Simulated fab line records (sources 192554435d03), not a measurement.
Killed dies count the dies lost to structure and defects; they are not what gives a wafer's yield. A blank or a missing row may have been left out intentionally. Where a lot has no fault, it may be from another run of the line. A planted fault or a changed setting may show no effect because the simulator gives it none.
Which tool did it? / flow n5_finfet / 12 lots, 36 wafers sampled, at 4 steps of a route of 1938

WHAT THE GAUGES READ, wafer by wafer
N5_BEOL_M11_THK_MEAS_01.
lot=L078; measured=day 12 13:06; on=film_metro-02; M11_ILD_THK (nm)=263 266 270
lot=L077; measured=day 12 21:03; on=film_metro-02; M11_ILD_THK (nm)=271 268 272
lot=L080; measured=day 13 01:49; on=film_metro-01; M11_ILD_THK (nm)=266 269 269
lot=L081; measured=day 13 18:49; on=film_metro-02; M11_ILD_THK (nm)=266 267 272
lot=L082; measured=day 14 01:36; on=film_metro-02; M11_ILD_THK (nm)=270 272 276
lot=L084; measured=day 15 07:24; on=film_metro-02; M11_ILD_THK (nm)=267 272 267
lot=L087; measured=day 15 11:11; on=film_metro-02; M11_ILD_THK (nm)=263 272 271
lot=L089; measured=day 16 03:49; on=film_metro-02; M11_ILD_THK (nm)=263 260 266
lot=L094; measured=day 16 09:16; on=film_metro-02; M11_ILD_THK (nm)=264 266 271
lot=L092; measured=day 16 20:51; on=film_metro-02; M11_ILD_THK (nm)=266 264 269
lot=L096; measured=day 18 05:38; on=film_metro-01; M11_ILD_THK (nm)=266 267 272
lot=L097; measured=day 19 01:53; on=film_metro-01; M11_ILD_THK (nm)=267 271 270

TOOL THAT RAN EACH LOT (tool first, then ch and the chambers of the sampled wafers, then the start)
lot=L078; N5_BEOL_M9_DEP_56=pecvd-03 ch 0,1, day 12 03:50; N5_BEOL_M10_STRIP_67=rie_diel-02 ch 1,3, day 12 06:39; N5_BEOL_M10_STRIP_19=rie_diel-02 ch 0,2,3, day 12 06:48
lot=L077; N5_BEOL_M9_DEP_56=pecvd-02 ch 1,2, day 12 11:53; N5_BEOL_M10_STRIP_67=rie_diel-02 ch 0,1,3, day 12 15:12; N5_BEOL_M10_STRIP_19=rie_diel-06 ch 0,2, day 12 15:22
lot=L080; N5_BEOL_M9_DEP_56=pecvd-02 ch 0,1,2, day 12 16:41; N5_BEOL_M10_STRIP_67=rie_diel-06 ch 0,1, day 12 19:26; N5_BEOL_M10_STRIP_19=rie_diel-03 ch 0,2, day 12 19:36
lot=L081; N5_BEOL_M9_DEP_56=pecvd-02 ch 0,1,2, day 13 10:21; N5_BEOL_M10_STRIP_67=rie_diel-06 ch 0,1,3, day 13 12:56; N5_BEOL_M10_STRIP_19=rie_diel-02 ch 2,3, day 13 13:05
lot=L082; N5_BEOL_M9_DEP_56=pecvd-03 ch 0,1, day 13 13:50; N5_BEOL_M10_STRIP_67=rie_diel-03 ch 0,2, day 13 17:17; N5_BEOL_M10_STRIP_19=rie_diel-03 ch 0,2,3, day 13 17:26
lot=L084; N5_BEOL_M9_DEP_56=pecvd-03 ch 0,1,2, day 15 00:50; N5_BEOL_M10_STRIP_67=rie_diel-02 ch 1,2, day 15 02:55; N5_BEOL_M10_STRIP_19=rie_diel-02 ch 0,1,2, day 15 03:04
lot=L087; N5_BEOL_M9_DEP_56=pecvd-02 ch 0,1, day 15 03:25; N5_BEOL_M10_STRIP_67=rie_diel-03 ch 0,2, day 15 05:21; N5_BEOL_M10_STRIP_19=rie_diel-03 ch 0,1,3, day 15 05:46
lot=L089; N5_BEOL_M9_DEP_56=pecvd-02 ch 1,2, day 15 19:20; N5_BEOL_M10_STRIP_67=rie_diel-03 ch 0,2,3, day 15 22:40; N5_BEOL_M10_STRIP_19=rie_diel-02 ch 1,2,3, day 15 23:00
lot=L094; N5_BEOL_M9_DEP_56=pecvd-03 ch 0,1, day 16 02:47; N5_BEOL_M10_STRIP_67=rie_diel-06 ch 1,3, day 16 04:28; N5_BEOL_M10_STRIP_19=rie_diel-03 ch 0,1,2, day 16 04:39
lot=L092; N5_BEOL_M9_DEP_56=pecvd-04 ch 0,1,2, day 16 12:22; N5_BEOL_M10_STRIP_67=rie_diel-06 ch 1,3, day 16 15:11; N5_BEOL_M10_STRIP_19=rie_diel-03 ch 1,2,3, day 16 15:28
lot=L096; N5_BEOL_M9_DEP_56=pecvd-04 ch 1,2, day 17 15:20; N5_BEOL_M10_STRIP_67=rie_diel-06 ch 1,2, day 17 18:50; N5_BEOL_M10_STRIP_19=rie_diel-02 ch 0,1,2, day 17 18:59
lot=L097; N5_BEOL_M9_DEP_56=pecvd-02 ch 0,1, day 18 17:59; N5_BEOL_M10_STRIP_67=rie_diel-06 ch 1,2,3, day 18 20:07; N5_BEOL_M10_STRIP_19=rie_diel-02 ch 0,2,3, day 18 20:16
- N5_BEOL_M9_DEP_56: deposits SiCN from 3MS/NH3, target thk 15 nm, time 26.5 s.
- N5_BEOL_M10_STRIP_67: strips in CF4.
- N5_BEOL_M10_STRIP_19: strips in O2.

THE ANSWER, worked out from the rows above alone
Rule: the lots themselves supply what counts as usual. The widest of any qualifying gaps counts: lots, ordered by their means at a reading, are off when they make up no more than a third of the lots, leave a main group of 4 or more, and stand apart from it by 3 or more times the standard deviation of that group's means. A main group whose means are all the same, to the digits that the tables above print for the reading, isn't used. A lot without any number at a reading at which 4 lots or more have one is off too. All remaining lots with rows at the step are treated as sound.
No lot is off at any reading shown: from this, nothing can be told.

WHAT THE SIMULATOR HAD PUT IN
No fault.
